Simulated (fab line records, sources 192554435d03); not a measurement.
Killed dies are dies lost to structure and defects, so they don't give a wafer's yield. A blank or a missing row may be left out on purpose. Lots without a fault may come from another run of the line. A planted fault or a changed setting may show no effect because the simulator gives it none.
Problem report in the 8D (eight disciplines) form, filled by code | flow n5_finfet | the parts of the form that need people (team, actions taken, sign-off) are left out

1. THE PROBLEM
spin_speed_rpm at N5_BEOL_M0_CUTY_COAT_50 reads a mean of 1218.1 rpm on 6 wafers of 2 lots; wafers without a fault read 1500.0 rpm with a standard deviation of 0.9. That is -99 or more standard deviations from the usual mean.
The step: time 60 s, resist thk 15 nm.
First seen on wafer L263.1, day 8 16:07, on litho_track-01. The record holds 30 wafers of 10 lots with a number at this step. Rule for "out", or "out of limits": more than 4 standard deviations from the usual mean. The other wafers with a number count as sound.

2. WHAT IT IS AND WHAT IT IS NOT
question                    | is                     | is not
which readings at this step | spin_speed_rpm         | heater_power_total_W
which lots                  | L263, L266             | L251, L252, L253, L254, L257, L258, L269, L271
which wafers of those lots  | all that have a number | -
read on which tools         | litho_track-01         | litho_track-02, litho_track-03
when                        | from day 8 16:07       | up to then (18 sound wafers); but 6 sound wafers of L269, L271 came after

3. SUSPECTS, AND WHAT RULES EACH OUT
Counting: a tool at a process step up to the reading stays a suspect if it ran every lot that is out and no sound lot after the first of them.
- ald_sin-01 at N5_BEOL_M0_SAQP_ALD_48 (deposits SiO2, target thk 20 nm, pulse time 1 s, co reactant pulse time 1 s): kept. It ran every lot that is out, first L263 (day 8 15:27), and no sound lot after that; its last sound lot up to then is L257 (day 7 05:10).
- litho_track-01 at N5_BEOL_M0_CUTY_COAT_50 (time 60 s, resist thk 15 nm): kept. It ran every lot that is out, first L263 (day 8 16:07), and no sound lot after that; its last sound lot up to then is L258 (day 7 09:01). Its own readings are out on those wafers: spin_speed_rpm.
Left after counting: ald_sin-01 at N5_BEOL_M0_SAQP_ALD_48, litho_track-01 at N5_BEOL_M0_CUTY_COAT_50.

4. THE CAUSE (what the simulator had put in)
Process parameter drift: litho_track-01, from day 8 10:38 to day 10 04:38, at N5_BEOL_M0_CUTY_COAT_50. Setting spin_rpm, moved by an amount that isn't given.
Counting left 2 suspects, and this tool is among them.

5. THE CHAIN OF EFFECTS, in route order
Each row: a reading whose mean over the struck wafers that have a number lies more than 3 standard deviations from the usual. Only readings for which the record gives a usual standard deviation are gone through. hours: the time from each lot's start at the first step in this table that gives one to its start at this step, as a median over the lots. sigmas: the change in usual standard deviations.
hours | step                    | reading        | usual      | on struck wafers | change | sigmas
0     | N5_BEOL_M0_CUTY_COAT_50 | spin_speed_rpm | 1500.0 rpm | 1218.1           | -281.9 | -99 or more
The process steps in it:
- N5_BEOL_M0_CUTY_COAT_50: time 60 s, resist thk 15 nm.
Later measuring or inspecting steps at which every struck wafer that the step has a row for has a number for every such reading, and none has moved that far: N5_BEOL_M0_CUTY_CD_MEAS_57, N5_BEOL_M4_RC_MEAS_101.

6. WHAT WOULD HAVE CAUGHT IT SOONER
In this record the first reading out of limits was taken at day 8 16:07, 5 hours after the fault began at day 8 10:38.
